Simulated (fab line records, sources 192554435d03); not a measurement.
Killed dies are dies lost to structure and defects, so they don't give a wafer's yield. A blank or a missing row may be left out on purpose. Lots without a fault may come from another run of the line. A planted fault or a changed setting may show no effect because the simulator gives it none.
Chamber matching | flow n5_finfet | N5_FIN_CUT_ETCH_20 on rie_diel-05: 4 sister chambers
The step etches SiARC in CF4, target depth 26 nm, time 43.3 s. 20 wafers are shown with their chamber, then 10 later ones without.

WAFERS WITH THEIR CHAMBER
wafer  | chamber | drypump_motor_current_A (A) | throttle_valve_pct (%) | oes_product_au (a.u.)
L075.2 | 3       | 6.3                         | 15.82                  | 0.69
L075.3 | 2       | 6.2                         | 15.96                  | 0.59
L075.4 | 2       | 6.2                         | 15.96                  | 0.59
L077.1 | 0       | 5.8                         | 15.44                  | 0.61
L077.2 | 1       | 5.4                         | 15.19                  | 0.86
L077.5 | 2       | 6.2                         | 15.95                  | 0.58
L078.1 | 1       | 5.3                         | 15.19                  | 0.84
L078.3 | 2       | 6.2                         | 15.96                  | 0.59
L078.5 | 1       | 5.3                         | 15.20                  | 0.83
L084.1 | 2       | 6.2                         | 15.99                  | 0.59
L084.2 | 0       | 5.8                         | 15.46                  | 0.60
L084.4 | 1       | 5.4                         | 15.22                  | 0.80
L086.1 | 0       | 5.8                         | 15.46                  | 0.59
L086.4 | 1       | 5.4                         | 15.24                  | 0.79
L086.6 | 0       | 5.8                         | 15.46                  | 0.60
L090.1 | 3       | 6.3                         | 15.85                  | 0.66
L090.2 | 1       | 5.4                         | 15.26                  | 0.78
L090.3 | 0       | 5.8                         | 15.49                  | 0.60
L090.4 | 0       | 5.8                         | 15.49                  | 0.59
L090.5 | 1       | 5.4                         | 15.26                  | 0.78

SIGNATURES (means of the wafers above)
reading                 | chamber 0 | chamber 1 | chamber 2 | chamber 3 | scatter within a chamber
drypump_motor_current_A | 5.800     | 5.371     | 6.200     | 6.300     | 0.0299
throttle_valve_pct      | 15.4667   | 15.2229   | 15.9640   | 15.8350   | 0.0238
oes_product_au          | 0.5983    | 0.8114    | 0.5880    | 0.6750    | 0.0208
Rule: a wafer's distance from a chamber is the root of the sum, over the readings, of the square of ((its reading less the chamber's mean) divided by the reading's scatter). The wafer belongs to the nearest chamber; if the next one is less than 2 further off, it can't be placed. The scatter: the root of (the sum of the squares of (reading less its chamber's mean) over the shown wafers, divided by (wafers less chambers)).

WAFERS WITHOUT THEIR CHAMBER
wafer  | drypump_motor_current_A (A) | throttle_valve_pct (%) | oes_product_au (a.u.)
L090.6 | 6.3                         | 15.85                  | 0.67
L091.1 | 6.4                         | 15.88                  | 0.65
L091.4 | 6.3                         | 15.86                  | 0.67
L091.6 | 5.3                         | 15.27                  | 0.78
L092.1 | 6.4                         | 15.87                  | 0.66
L092.2 | 5.8                         | 15.50                  | 0.60
L092.3 | 5.4                         | 15.26                  | 0.78
L092.4 | 6.2                         | 15.51                  | 0.87
L092.5 | 5.3                         | 15.26                  | 0.78
L092.6 | 6.2                         | 15.52                  | 0.86

WHICH CHAMBER EACH WENT THROUGH
wafer  | from the rows above     | in truth
L090.6 | 3                       | 3
L091.1 | 3                       | 3
L091.4 | 3                       | 3
L091.6 | 1                       | 1
L092.1 | 3                       | 3
L092.2 | 0                       | 0
L092.3 | 1                       | 1
L092.4 | can't be placed: 3 or 0 | 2
L092.5 | 1                       | 1
L092.6 | 3                       | 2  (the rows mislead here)
Placed correctly: 8 of 10. Can't be placed from these rows: 1 (the true chamber is among the candidates in 0). Placed wrongly: 1.
